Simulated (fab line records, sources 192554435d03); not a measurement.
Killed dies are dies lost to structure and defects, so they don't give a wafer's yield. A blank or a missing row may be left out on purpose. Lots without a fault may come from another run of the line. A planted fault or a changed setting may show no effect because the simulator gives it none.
A struck lot beside a sound one | flow n5_finfet | 16 steps out of a route of 1938
Sound: wafers L557.3, L557.4, L557.6. Struck: wafers L547.1, L547.2, L547.3. The cause comes at the end.
At each step with rows: each side's tool, then ch and its chambers, then its first start. Under that, the readings that differ: sound wafers | struck wafers | difference of the means | sigmas: that difference in standard deviations of wafers without a fault.
alike: readings whose means differ by less than 2 such deviations, and words and numbers that are the same on both sides. not compared: withheld readings, readings that some wafer has no value for, bounds like >300 that may hide the same value, and numbers for which the record gives no deviation and whose values overlap.
The two part at a step that has a row with sigmas, a row that says differs or no value, or rows on one side only. Numbers that don't overlap but have no deviation are shown without sigmas and don't part them. A reading that every wafer of one side lacks parts them only if that side has two wafers or more.

first, 12 steps without rows for these wafers: N5_BEOL_M4_DESCUM_33 (chemistry O2, time 7 s); N5_BEOL_M4_ETCH_77 (etches underlayer in N2/H2, target depth 6.5 nm, time 5.2 s); N5_BEOL_M4_ETCH_69 (etches SiARC in CF4, target depth 15.6 nm, time 26 s); N5_BEOL_M4_ALD_98 (deposits SiO2, target thk 2.5 nm, pulse time 1 s, co reactant pulse time 1 s); N5_BEOL_M4_ETCHBACK_99 (etches SiO2 in CHF3, target depth 5 nm, time 10.4 s); N5_BEOL_M4_ETCH_70 (etches SOC in N2/H2, target depth 80 nm, overetch 24 nm, time 130 s); N5_BEOL_M4_STRIP_71 (strips in N2/H2); N5_BEOL_M4_STRIP_78 (strips in N2/H2); N5_BEOL_M4_VIA_ETCH_34 (etches the open film in C4F6/O2, target depth 69.4 nm, time 65.9 s); N5_BEOL_M4_STRIP_83 (strips in C4F6/O2); N5_BEOL_M4_STRIP_36 (strips in N2/H2); N5_BEOL_M4_TRENCH_ETCH_37 (etches SiOC in C4F6/O2, target depth 55.555 nm, time 29.2 s).
N5_BEOL_M4_ETCH_41: etches SiCN in CH3F/O2, target depth 29.9 nm, time 52.5 s.
  sound on rie_diel-02 ch 0,3, day 13 19:20; struck on rie_diel-01 ch 0,1,3, day 10 00:56
  no value came back on the struck wafers for any of 7 readings (CH3F_flow_sccm (sccm), O2_flow_sccm (sccm) and others); on the sound wafers CH3F_flow_sccm (sccm) reads 30.06 30.23 30.04
  not compared: rf_hours_counter_h
then, 1 step without rows for these wafers: N5_BEOL_M4_STRIP_97 (strips in N2/H2, time 10 s).
N5_BEOL_M4_RC_MEAS_101:
  the record has rows for the sound wafers here (prober-01 ch 0, day 14 00:52) and none for the struck ones
-- the record jumps here: 5 days lie between the struck wafers' starts before and after (it left off in module BEOL_M4 and takes up again in module PASSIVATION, whose first step shown is number 1936 of the route) --
N5_PASSIVATION_PROBE_49:
  sound on prober-02, day 19 01:34; struck on prober-02, day 15 12:53
  reading                  | sound          | struck         | difference | sigmas
  defect_limited_yield (%) | 88.6 93.1 91.3 | 0 0 0          | -91        | -61
  killed_at_M4_up          | 23 9 24        | 1079 1101 1095 | +1073      | +99 or more
  killed_dies              | 135 81 103     | 1180 1180 1180 | +1074      | +60
  killed_on_rim            | 20 16 17       | 152 152 152    | +134       | +34
  sort_bin_5_function (%)  | 6.5 3.3 4.9    | 95.8 96.8 95.9 | +91.3      | +91
  sort_n_pass              | 1045 1099 1077 | 0 0 0          | -1074      | -60
  sort_yield_pct (%)       | 88.6 93.1 91.3 | 0 0 0          | -91        | -61
  alike: killed_at_M0_to_M3, killed_at_contacts, killed_at_front_end, killed_at_other, killed_open, killed_short, sort_bin_6_memory

WHERE THEY PART
First at N5_BEOL_M4_ETCH_41; last, within this record, at N5_PASSIVATION_PROBE_49.

WHY: what the simulator had put in
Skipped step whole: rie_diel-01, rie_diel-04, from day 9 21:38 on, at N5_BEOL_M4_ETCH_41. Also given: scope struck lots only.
